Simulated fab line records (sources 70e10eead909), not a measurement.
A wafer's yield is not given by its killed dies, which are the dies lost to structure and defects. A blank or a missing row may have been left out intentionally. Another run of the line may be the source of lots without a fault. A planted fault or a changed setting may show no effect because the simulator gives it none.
Chamber matching | flow nandHarc | aldHk-04 running NHARC_A_CHANNEL_FILL_D1_ALD_25: 4 sister chambers
The step deposits SiOx, target thk 60 nm, pulse time 10 s, ald cycles 600. 4 wafers are shown with their chamber, then 7 later ones without.

## WAFERS PAIRED WITH THEIR CHAMBERS
wafer  | chamber | heaterPowerW (W)
L080.5 | 2       | 421
L090.6 | 0       | 536
L092.2 | 1       | 421
L092.3 | 3       | 441

## WAFERS WHOSE CHAMBER IS MISSING
wafer  | heaterPowerW (W)
L092.6 | 523
L094.1 | 517
L094.3 | 410
L094.4 | 426
L095.2 | 432
L095.4 | 404
L095.5 | 419

## EACH ONE'S CHAMBER
wafer  | from the rows above          | in truth
L092.6 | 0                            | 0
L094.1 | 0                            | 0
L094.3 | can't be placed: 1 or 2 or 3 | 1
L094.4 | can't be placed: 1 or 2 or 3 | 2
L095.2 | can't be placed: 3 or 1 or 2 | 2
L095.4 | can't be placed: 1 or 2 or 3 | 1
L095.5 | can't be placed: 1 or 2 or 3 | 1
Placed correctly: 2 of 7. Cannot be placed on the basis of these rows: 5; the candidates contain the true chamber in 5. Wrongly placed: 0.
How it was worked out, from the rows above alone: a wafer's distance from a chamber is the root of the sum, over the readings, of the square of ((its reading less the chamber's mean) divided by the reading's scatter). The wafer belongs to the nearest chamber; if the next one is less than 2 further off, it can't be placed. Each chamber's mean is taken over the wafers shown for it. The scatter: root of mean squared gap, hidden wafer to nearest shown wafer, with one shown wafer a chamber.
